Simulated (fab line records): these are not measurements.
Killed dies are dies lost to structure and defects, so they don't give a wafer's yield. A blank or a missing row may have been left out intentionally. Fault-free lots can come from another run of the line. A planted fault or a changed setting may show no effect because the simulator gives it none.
Matching of chambers | flow nand-harc | NHARC_A_SLIT_DEP_25 on pecvd-03 has 3 sister chambers
The step deposits SiO2, target thk 200 nm. 14 wafers are shown with their chamber, then 7 later ones without.

== WAFERS WITH THEIR CHAMBER ==
wafer  | chamber | heater-power-w (W) | throttle-valve-pct (%) | chamber-pressure-Torr (Torr)
L434.3 | 0       | 622                | 15.2                   | 6.478
L434.4 | 2       | 593                | 15.8                   | 6.504
L434.6 | 1       | 519                | 15.6                   | 6.518
L437.1 | 2       | 631                | 15.8                   | 6.489
L437.3 | 1       | 527                | 15.6                   | 6.508
L437.4 | 0       | 685                | 15.5                   | 6.509
L444.1 | 1       | 510                | 15.7                   | 6.485
L444.4 | 0       | 635                | 15.6                   | 6.508
L444.6 | 1       | 515                | 16.0                   | 6.483
L447.1 | 2       | 557                | 15.9                   | 6.523
L447.2 | 0       | 658                | 15.6                   | 6.489
L447.4 | 1       | 559                | 16.0                   | 6.502
L449.2 | 1       | 565                | 15.8                   | 6.485
L449.4 | 0       | 578                | 15.8                   | 6.502

SIGNATURES (averages over the wafers above)
reading               | chamber 0 | chamber 1 | chamber 2 | scatter within a chamber
heater-power-w        | 635.60    | 532.50    | 593.67    | 33
throttle-valve-pct    | 15.540    | 15.783    | 15.833    | 0.183
chamber-pressure-Torr | 6.49720   | 6.49683   | 6.50533   | 0.0147
Rule: distance of a wafer from a chamber = root of the sum over the readings of ((wafer's reading minus chamber's mean) / reading's scatter) squared. If the next closest chamber is less than 2 further off than the closest, the wafer can't be placed; otherwise it belongs to the closest. The scatter: take each reading less its chamber's mean, square it, sum over the shown wafers, divide by the number of wafers less the number of chambers, and take the root.

== WAFERS WITHOUT THEIR CHAMBER ==
wafer  | heater-power-w (W) | throttle-valve-pct (%) | chamber-pressure-Torr (Torr)
L449.6 | 580                | 16.0                   | 6.482
L452.1 | 557                | 15.9                   | 6.496
L452.3 | 617                | 15.7                   | 6.500
L452.6 | 567                | 16.1                   | 6.498
L450.1 | 494                | 15.8                   | 6.481
L450.4 | 495                | 15.7                   | 6.501
L450.6 | 667                | 16.1                   | 6.501

== THE CHAMBER EACH PASSED THROUGH ==
wafer  | from the rows above          | in truth
L449.6 | can't be placed: 2 or 1 or 0 | 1
L452.1 | can't be placed: 1 or 2      | 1
L452.3 | can't be placed: 0 or 2 or 1 | 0
L452.6 | can't be placed: 2 or 1 or 0 | 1
L450.1 | can't be placed: 1 or 2      | 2
L450.4 | can't be placed: 1 or 2      | 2
L450.6 | can't be placed: 2 or 0 or 1 | 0
Correct placement for 0 of the 7. From these rows, 7 cannot be placed; in 7 the true chamber is one of the candidates. Placed wrongly: 0.
